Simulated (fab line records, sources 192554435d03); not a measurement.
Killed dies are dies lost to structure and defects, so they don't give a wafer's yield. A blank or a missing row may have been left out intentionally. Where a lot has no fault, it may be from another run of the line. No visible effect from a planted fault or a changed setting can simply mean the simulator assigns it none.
fab line records	flow n5_finfet
record lots=4	wafers=12	last_day=19
route steps=1938 shown STI_FIN_REVEAL@206 DUMMY_GATE@212 SDB@374 PASSIVATION@1936
lots that met no fault: taken from a fault-free run of the same line
start_h: hours from the record's first day to the start of the lot's first wafer shown	wait_h: hours elapsed since this lot's preceding step	" as in the row above	L1.1+2: a single row standing in for several wafers	- value missing, or start not given	* or withheld: withheld	< > ~ a bound
route shown NAME@n: NAME is a module with steps in the file, n the number in the route of the first one	usual: average and standard deviation across the fault-free wafers	same: alike in all rows	chamber/n: place in a boat	sites: readings site by site	_std_site: their standard deviation	_edge_site: inner sites' mean taken away from outer sites' mean	radius_mm: for every site, how far away it sits from the centre of the wafer	mask NAME#n: copy n	behind: tool/chamber where the wafer was last shaped	hold: why the lot was held/for how many hours/how that ended	device: which transistor (n, p or np) failed to switch	end of line: the same wafers' tests at the end of the route	a step with no rows: only its recipe	killed: dies that structure and defects cost at the first sort, which is not the same as the wafer's yield	map: a wafer's dies, x killed, . not, _ none there
set.NAME: the setting the step ran with; set.NAME@STEP: the setting that earlier step ran with	model.NAME: the simulator's own value behind a step, which no gauge read
certain route steps with their lots: each step a table, each wafer a row
services: the hour from which a tool's chamber was out of use, counted from the record's first day as start_h (under 0 if before that day), plus the number of hours and why
## steps
# step N5_STI_FIN_REVEAL_SRD_23
# recipe dry=ipa_marangoni	time_s=30	temp_c=23	rinse_liquid=diw
# step N5_STI_FIN_REVEAL_PRECLEAN_18
# recipe chemistry=SC2	time_s=45	temp_c=35	mix=1:1:50
# step N5_STI_FIN_REVEAL_SRD_28
# recipe dry=ipa_marangoni	time_s=30	temp_c=23	rinse_liquid=diw
# step N5_DUMMY_GATE_PRECLEAN_00
# recipe chemistry=O3/DIW	time_s=60	temp_c=22	o3_ppm=10
# step N5_DUMMY_GATE_SRD_01
# recipe time_s=30	temp_c=23	rinse_liquid=diw	dry=ipa_marangoni
# step N5_DUMMY_GATE_ALD_02
# recipe material=SiO2	target_thk_a=20	temp_c=300	ald_precursor_family=BDEAS	ald_co_reactant=O2-plasma	pulse_time_s=1	pressure_torr=2
# step N5_DUMMY_GATE_CVD_03
# recipe material=a-Si	target_thk_a=1500	temp_c=530	precursor=SiH4	time_s=8042
# step N5_DUMMY_GATE_PRECLEAN_46
# recipe chemistry=DIW	time_s=89.5	temp_c=23
# step N5_DUMMY_GATE_SRD_47
# recipe dry_time_s=32	dry=n2_spin	spin_rpm=1500
# step N5_DUMMY_GATE_CMP_04
# recipe material=a-Si	post_cmp_clean=alkaline_brush
# usual edge_zone_pressure_frac=1.000/0.0051	motor_current_A=10.2/0.76	time_to_endpoint_s=13.2/2.4
lot.wafer	tool	chamber	start_h	wait_h	edge_zone_pressure_frac	motor_current_A	time_to_endpoint_s	model.a-Si_of_DUMMY_GATE_CVD_03.thk_nm
L513.1	cmp-02	0	54.25	0.1	1.001	12.3	12.9	70.4
L513.4	"	2	"	"	1.006	10.9	15.1	72.8
L513.6	"	3	"	"	1.010	9.4	15.6	72.8
L522.1	cmp-02	2	111.05	0.0	0.995	10.4	17.6	98.4
L522.3	"	3	"	"	1.000	9.6	14.0	72.4
L522.5	"	2	"	"	0.996	10.5	14.7	71.4
L523.1	cmp-02	2	116.45	0.1	1.000	10.8	17.8	100.4
L523.3	"	3	"	"	1.007	9.6	11.2	73.8
L523.6	"	1	"	"	0.993	10.4	13.6	74.2
L534.4	cmp-04	3	180.16	0.1	1.000	9.2	17.3	73.8
L534.2	"	1	"	"	0.999	10.8	11.0	72.4
L534.5	"	2	"	"	1.002	9.9	16.1	72.4
# step N5_DUMMY_GATE_THK_MEAS_05
# usual thk_nm=72.1/1.2
lot.wafer	tool	chamber	start_h	wait_h	thk_nm
L513.1	film_metro-02	-	54.46	0.2	70.5
L513.4	"	-	"	"	72.7
L513.6	"	-	"	"	72.7
L522.1	film_metro-02	-	111.29	0.2	98.4
L522.3	"	-	"	"	72.4
L522.5	"	-	"	"	71.4
L523.1	film_metro-02	-	116.62	0.1	100.5
L523.3	"	-	"	"	73.9
L523.6	"	-	"	"	74.1
L534.2	film_metro-02	-	180.37	0.1	72.4
L534.4	"	-	"	"	73.8
L534.5	"	-	"	"	72.5
# step N5_DUMMY_GATE_HM_DEP_06
# recipe material=SiNx	target_thk_a=800	precursor=DCS/NH3	temp_c=700	pressure_mtorr=300	time_s=5141
# step N5_DUMMY_GATE_PECVD_30
# recipe material=SiO2	target_thk_a=550	temp_c=400	precursor=TEOS/O2	pressure_torr=6.5	rf_w=withheld	teos_flow_sccm=withheld	gas=O2	flow_sccm=2650	time_s=10.8
# step N5_DUMMY_GATE_COAT_34
# recipe resist=SOC	temp_c=250	time_s=60	spin_rpm=1500	resist_thk_nm=60
# step N5_DUMMY_GATE_COAT_35
# recipe resist=SiARC	temp_c=220	time_s=60	spin_rpm=1500	resist_thk_nm=10
# step N5_DUMMY_GATE_COAT_28
# recipe resist=underlayer	temp_c=205	time_s=60	spin_rpm=1500	resist_thk_nm=10
# step N5_DUMMY_GATE_COAT_09
# recipe resist=CAR-EUV	spin_rpm=1500	resist_thk_nm=30
# step N5_DUMMY_GATE_EBR_11
# recipe solvent=PGMEA	ebr_width_mm=1.5
# step N5_DUMMY_GATE_SOFTBAKE_10
# recipe temp_c=110	time_s=60	resist=CAR-EUV
# step N5_DUMMY_GATE_EXPOSE_12
# recipe mask_id=GATE	na=0.33	source_shape=annular	sigma_inner=0.2	sigma_outer=0.6	polarization=unpolarized	target_cd_nm=25	dose_mj=34
# step N5_DUMMY_GATE_PEB_13
# recipe peb_temp_c=100	peb_time_s=60	resist=CAR-EUV
# step N5_DUMMY_GATE_DEVELOP_14
# recipe develop_time_s=30	developer=TMAH	resist=CAR-EUV	rinse_liquid=surfactant_rinse	dry=air_spin	dev_temp_c=23
# step N5_DUMMY_GATE_DESCUM_20
# recipe chemistry=O2	time_s=6.2	source_power_w=50	bias_power_w=20	pressure_mtorr=20	rf_frequency_hz=2.712e+07	temp_c=40	resist=CAR-EUV	o2_flow_sccm=225
# step N5_DUMMY_GATE_ETCH_29
# recipe chemistry=N2/H2	target=underlayer	target_depth_a=130	ion_energy_ev=200	pressure_mtorr=30	source_w=840	bias_w=150	n2_flow_sccm=200	h2_flow_sccm=200
# step N5_DUMMY_GATE_ETCH_36
# recipe chemistry=CF4	target=SiARC	target_depth_a=130	pressure_mtorr=40	source_w=545	bias_w=36	Ar_flow_sccm=100	cf4_flow_sccm=100	ion_energy_ev=80
# step N5_DUMMY_GATE_ETCH_37
# recipe chemistry=N2/H2	target=SOC	target_depth_a=600	overetch_a=300	temp_c=40	ion_energy_ev=200	pressure_mtorr=30	source_w=840	bias_w=150	n2_flow_sccm=200	h2_flow_sccm=200
# step N5_DUMMY_GATE_STRIP_38
# recipe chemistry=N2/H2	temp_c=40	n2_flow_sccm=200	h2_flow_sccm=200	rf_frequency_hz=6e+07
# step N5_DUMMY_GATE_STRIP_39
# recipe chemistry=N2/H2	temp_c=40	n2_flow_sccm=200	h2_flow_sccm=200	rf_frequency_hz=6e+07
# step N5_DUMMY_GATE_TRIM_49
# recipe chemistry=O2	resist=SOC	time_s=29	target_cd_nm=14	source_power_w=300	bias_power_w=0	O2_flow_sccm=100	temp_c=20
# step N5_DUMMY_GATE_STRIP_40
# recipe chemistry=CF4	resist=SiARC	power_w=300	bias_power_w=75	pressure_mtorr=50	cf4_flow_sccm=150	rf_frequency_hz=6e+07
# step N5_DUMMY_GATE_ETCH_31
# recipe chemistry=C4F6/O2	target=SiO2	mask_material=SOC	target_depth_a=825	time_s=27.5	ion_energy_ev=250	pressure_mtorr=30	source_w=345	bias_w=185	Ar_flow_sccm=300	C4F6_flow_sccm=10	O2_flow_sccm=10
# step N5_DUMMY_GATE_STRIP_41
# recipe chemistry=O2	power_w=400	temp_c=40	pressure_mtorr=30	rf_frequency_hz=6e+07	bias_power_w=0	overash_fraction=0.3	o2_flow_sccm=225
# step N5_DUMMY_GATE_HM_OPEN_21
# recipe chemistry=CH3F/O2	target=SiNx	target_depth_a=1200	Ar_flow_sccm=150	CH3F_flow_sccm=30	O2_flow_sccm=23	time_s=171.4	pressure_mtorr=30	source_w=395	bias_w=73	ion_energy_ev=120.7
# step N5_DUMMY_GATE_ETCH_32
# recipe chemistry=CF4	target=SiO2	target_depth_a=35	time_s=3.9	ion_energy_ev=350	pressure_mtorr=10	icp_w=800	bias_w=400	cf4_flow_sccm=80
# step N5_DUMMY_GATE_ETCH_23
# recipe chemistry=HBr/Cl2/O2	HBr_flow_sccm=150	Cl2_flow_sccm=80	O2_flow_sccm=12	bias_w=102	target_depth_a=410	time_s=22.3	target=poly-Si	mask_material=SiO2	pressure_mtorr=10	icp_w=800
# step N5_DUMMY_GATE_ETCH_44
# recipe chemistry=HBr/O2	over_etch_frac=0.7	target_depth_a=1275	stop_on=SiO2	ion_energy_ev=60	bias_w=20	target=poly-Si	mask_material=SiO2	pressure_mtorr=20	icp_w=400	HBr_flow_sccm=120	O2_flow_sccm=10
# usual drypump_motor_current_A=6.0/0.4	oes_product_au=0.724/0.011	throttle_valve_pct=18.48/0.19
lot.wafer	tool	chamber	start_h	wait_h	drypump_motor_current_A	oes_product_au	rf_hours_counter_h	throttle_valve_pct	model.DUMMY_GATE.feature_depth_nm	model.etch.depth_nm
L513.1	rie_si-05	1	59.78	0.0	6.7	0.708	175	18.82	70.4	70.42
L513.4	"	0	"	"	6.1	0.724	104	18.20	72.8	72.7
L513.6	"	0	"	"	6.1	0.719	-	18.21	72.8	72.77
L522.1	rie_si-06	3	116.59	0.0	6.3	0.851	77	18.62	98.4	98.36
L522.3	"	1	"	"	5.7	0.732	38	18.48	72.4	72.47
L522.5	"	2	"	"	5.8	0.723	-	18.47	71.4	71.36
L523.1	rie_si-06	1	121.94	0.0	5.8	0.859	38	18.46	100.4	100.4
L523.3	"	3	"	"	6.3	0.731	77	18.63	73.8	73.85
L523.6	"	2	"	"	5.8	0.744	-	18.47	74.2	74.15
L534.2	rie_si-05	2	185.82	0.0	6.1	0.738	25	18.39	72.4	72.37
L534.4	"	0	"	"	6.1	0.730	107	18.20	73.8	73.75
L534.5	"	0	"	"	6.1	0.729	-	18.19	72.4	72.48
# step N5_SDB_CMP_30
# recipe stop_on=poly-Si	t_overpolish_s=1.54	post_cmp_clean=alkaline_brush	down_force_psi=4.1491	platen_rpm=51.796	pad_velocity_m_s=1.0306	target_thk_nm=30
# usual edge_zone_pressure_frac=0.998/0.0047	motor_current_A=12.2/0.93	overpolish_run_s=1.540/0.0097	time_to_endpoint_s=17.3/2.4
lot.wafer	tool	chamber	start_h	wait_h	edge_zone_pressure_frac	motor_current_A	overpolish_run_s	time_to_endpoint_s	model.a-Si_of_DUMMY_GATE_CVD_03.thk_nm
L513.4	cmp-01	1	83.37	1.4	0.994	12.4	1.540	20.1	64.8
L513.1	"	0	"	"	0.995	12.1	1.534	14.2	62.6
L513.6	"	1	"	"	0.996	12.0	1.547	17.6	65
L522.1	cmp-01	3	138.17	1.4	0.993	11.2	1.536	19.7	90.6
L522.3	"	2	"	"	1.000	13.9	1.561	14.9	64.6
L522.5	"	0	"	"	1.006	12.4	1.550	14.6	63.6
L523.1	cmp-04	0	144.96	1.5	0.995	13.0	1.541	16.5	92.6
L523.3	"	1	"	"	1.005	13.9	1.551	15.8	66
L523.6	"	3	"	"	0.997	11.7	1.537	19.3	66.4
L534.4	cmp-03	2	207.49	1.4	1.001	12.5	1.531	17.4	66
L534.2	"	3	"	"	1.003	11.6	1.548	22.6	64.6
L534.5	"	3	"	"	0.996	12.1	1.531	21.5	64.8
# step N5_SDB_THK_MEAS_31
# recipe reads=a-Si_of_DUMMY_GATE_CVD_03
# usual SDB_THK=64.3/1.2
lot.wafer	tool	chamber	start_h	wait_h	SDB_THK[nm]
L513.1	film_metro-01	-	83.67	-	62.6
L513.4	"	-	"	"	64.9
L513.6	"	-	"	"	64.9
L522.1	film_metro-02	-	138.46	-	90.7
L522.3	"	-	"	"	64.7
L522.5	"	-	"	"	63.6
L523.1	film_metro-01	-	145.18	-	92.7
L523.3	"	-	"	"	66.0
L523.6	"	-	"	"	66.4
L534.2	film_metro-02	-	207.78	-	64.6
L534.4	"	-	"	"	66.0
L534.5	"	-	"	"	64.7
# step N5_PASSIVATION_PROBE_49
# usual killed_at_M0_to_M3=33/11	killed_at_M4_up=14/5	killed_at_contacts=11/7.3	killed_at_front_end=43/12	killed_at_other=4/3.1	killed_dies=106/17	killed_open=69/13	killed_short=34/8.7
# same gross_dies=1180	killed_at_back_side=0
lot.wafer	tool	chamber	start_h	wait_h	killed_at_M0_to_M3	killed_at_M4_up	killed_at_contacts	killed_at_front_end	killed_at_other	killed_dies	killed_open	killed_short
L513.1	prober-01	-	321.53	0.0	32	16	8	22	6	84	67	17
L513.4	prober-01	-	321.68	0.2	57	13	7	29	3	109	67	42
L513.6	prober-01	-	321.78	0.3	38	13	11	32	5	99	79	19
L522.1	prober-02	-	357.31	0.0	39	11	10	38	7	105	75	30
L522.3	prober-02	-	357.41	0.1	28	9	8	52	14	111	67	42
L522.5	prober-02	-	357.51	0.2	42	7	6	53	3	111	66	44
L523.1	prober-01	-	394.29	0.0	56	23	5	58	4	146	87	57
L523.3	prober-01	-	394.39	0.1	25	18	3	49	1	96	65	31
L523.6	prober-01	-	394.54	0.3	19	18	6	47	0	90	60	30
L534.2	prober-01	-	450.84	0.1	19	25	20	50	0	114	80	33
L534.4	prober-01	-	450.94	0.2	37	13	27	44	4	125	77	43
L534.5	prober-01	-	450.99	0.2	17	17	15	38	4	91	63	22
# killed by level:class
L513.1 BEOL_M4:geometric_particle:open=9 BEOL_M0_SAQP:geometric_particle:open=7 BEOL_M3:geometric_particle:open=7 BEOL_M1:geometric_particle:open=7 DUMMY_GATE:geometric_particle:open=6 MOL_CONTACT_COAG:geometric_particle:open=6 STI_FIN_REVEAL:geometric_particle:open=5 BEOL_M0:geometric_particle:open=5
L513.4 BEOL_M0_SAQP:geometric_particle:short=14 BEOL_M0_SAQP:geometric_particle:open=10 BEOL_M2:geometric_particle:open=9 BEOL_M4:geometric_particle:open=7 MOL_CONTACT_COAG:geometric_particle:open=6 BEOL_M1:geometric_particle:open=6 BEOL_M3:geometric_particle:open=6 FIN_SAQP:geometric_particle:short=4
L513.6 MOL_CONTACT_COAG:geometric_particle:open=11 BEOL_M3:geometric_particle:open=11 BEOL_M0_SAQP:geometric_particle:open=9 DUMMY_GATE:geometric_particle:open=7 BEOL_M2:geometric_particle:open=7 FIN_SAQP:geometric_particle:open=4 GATE_CUT:geometric_particle:short=4 GATE_CUT:geometric_particle:open=4
L522.1 STI_FIN_REVEAL:geometric_particle:open=10 MOL_CONTACT_COAG:geometric_particle:open=9 BEOL_M0_SAQP:geometric_particle:short=9 BEOL_M0_SAQP:geometric_particle:open=9 BEOL_M4:geometric_particle:open=7 FIN_SAQP:geometric_particle:open=6 DUMMY_GATE:geometric_particle:open=6 FIN_SAQP:geometric_particle:short=5
L522.3 FIN_SAQP:geometric_particle:short=13 FIN_SAQP:geometric_particle:open=12 STI_FIN_REVEAL:geometric_particle:open=7 MOL_CONTACT_COAG:geometric_particle:open=7 BEOL_M0:geometric_particle:open=7 ILD0:geometric_particle:open=6 BEOL_M0_SAQP:geometric_particle:short=6 PASS1_CAP:geometric_particle:open=6
L522.5 FIN_SAQP:geometric_particle:short=17 BEOL_M0_SAQP:geometric_particle:open=13 FIN_SAQP:geometric_particle:open=12 BEOL_M0_SAQP:geometric_particle:short=8 DUMMY_GATE:geometric_particle:open=7 MOL_CONTACT_COAG:geometric_particle:open=6 BEOL_M3:geometric_particle:open=6 GATE_CUT:geometric_particle:short=5
L523.1 BEOL_M0_SAQP:geometric_particle:open=22 FIN_SAQP:geometric_particle:short=20 BEOL_M0_SAQP:geometric_particle:short=15 FIN_SAQP:geometric_particle:open=10 BEOL_M4:geometric_particle:open=10 DUMMY_GATE:geometric_particle:open=9 BEOL_M2:geometric_particle:open=9 MOL_CONTACT_COAG:geometric_particle:open=5
L523.3 FIN_SAQP:geometric_particle:open=10 FIN_SAQP:geometric_particle:short=10 BEOL_M0_SAQP:geometric_particle:open=9 GATE_CUT:geometric_particle:short=8 BEOL_M4:geometric_particle:open=7 DUMMY_GATE:geometric_particle:open=6 BEOL_M5:geometric_particle:open=6 BEOL_M0_SAQP:geometric_particle:short=5
L523.6 FIN_SAQP:geometric_particle:short=12 BEOL_M4:geometric_particle:open=11 FIN_SAQP:geometric_particle:open=10 STI_FIN_REVEAL:geometric_particle:open=7 BEOL_M0_SAQP:geometric_particle:open=7 MOL_CONTACT_COAG:geometric_particle:open=5 STI_FIN_REVEAL:geometric_particle:short=4 DUMMY_GATE:geometric_particle:open=4
L534.2 MOL_CONTACT_COAG:geometric_particle:open=15 BEOL_M4:geometric_particle:open=11 FIN_SAQP:geometric_particle:open=8 FIN_SAQP:geometric_particle:short=7 BEOL_M5:geometric_particle:open=7 BEOL_M3:geometric_particle:open=6 STARTING-WAFER:geometric_particle:short=6 STI_FIN_REVEAL:geometric_particle:open=5
L534.4 MOL_CONTACT_COAG:geometric_particle:open=17 BEOL_M2:geometric_particle:open=12 MOL_CONTACT_COAG:geometric_particle:short=10 FIN_SAQP:geometric_particle:open=7 ILD0:geometric_particle:open=6 BEOL_M0_SAQP:geometric_particle:open=5 BEOL_M0_SAQP:geometric_particle:short=5 BEOL_M3:geometric_particle:open=5
L534.5 MOL_CONTACT_COAG:geometric_particle:open=13 STI_FIN_REVEAL:geometric_particle:open=9 HKMG_FIN:area_etch=6 GATE_CUT:geometric_particle:short=5 BEOL_M0_SAQP:geometric_particle:open=4 FIN_SAQP:geometric_particle:open=4 BEOL_M1:geometric_particle:open=4 BEOL_M2:geometric_particle:open=4
## services
tool	chamber	start_h	hours	kind
rie_si-06	-	30.57	2.8	pm
rie_si-05	-	34.69	4.3	pm
cmp-02	-	36.87	6.4	repair
cmp-04	-	44.56	5.1	pm
cmp-02	-	54.86	3.2	pm
rie_si-05	2	55.41	3.8	repair
cmp-01	-	56.21	4.0	pm
cmp-01	-	60.21	-	consumable_replace:conditioner
cmp-01	-	60.21	-	consumable_replace:pad
cmp-02	-	60.73	1.8	repair
cmp-02	-	63.68	1.8	repair
cmp-03	-	73.45	3.1	repair
cmp-01	-	74.32	0.8	repair
cmp-04	-	79.42	0.4	repair
cmp-01	-	122.23	2.0	repair
cmp-03	-	128.98	12.4	pm
cmp-01	-	149.83	0.3	repair
cmp-02	-	158.84	4.6	pm
cmp-02	-	164.31	1.0	repair
cmp-03	-	168.02	4.0	pm
cmp-03	-	172.02	-	consumable_replace:conditioner
cmp-01	-	178.30	3.8	pm
cmp-01	-	184.37	8.5	repair
cmp-04	-	184.95	0.2	repair
## key
first_sign step=N5_DUMMY_GATE_THK_MEAS_05	reading=thk_nm	direction=up	sigmas=23	usual=*	struck=*
effect step=N5_DUMMY_GATE_ETCH_44	reading=oes_product_au	direction=up	sigmas=12	usual=0.724	struck=0.855
effect step=N5_SDB_THK_MEAS_31	reading=SDB_THK	direction=up	sigmas=23	usual=64.3	struck=91.7
model_effect step=N5_DUMMY_GATE_CMP_04	value=a-Si_of_DUMMY_GATE_CVD_03.thk_nm	without=72.1	struck=99.4
model_effect step=N5_DUMMY_GATE_ETCH_44	value=DUMMY_GATE.feature_depth_nm	without=72.1	struck=99.4
model_effect step=N5_SDB_CMP_30	value=a-Si_of_DUMMY_GATE_CVD_03.thk_nm	without=64.4	struck=91.6
met_at N5_DUMMY_GATE_CMP_04
struck_wafers L522.1,L523.1
tester_left_out L522,L523
onset_between 54.25 111.05
fault kind=process_parameter_drift	tool=cmp-02	chamber=-	onset_h=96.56	steps=N5_DUMMY_GATE_CMP_04	channel=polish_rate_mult	offset=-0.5	shape=step	end_h=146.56	scope=struck_wafers_only
# tester_left_out: of these lots the tester's yield and bins aren't shown, on N5 and GAA mostly nor the transistor test; their killed dies are dies lost to structure and defects alone, not to doping, threshold or leakage, so they don't give the yield
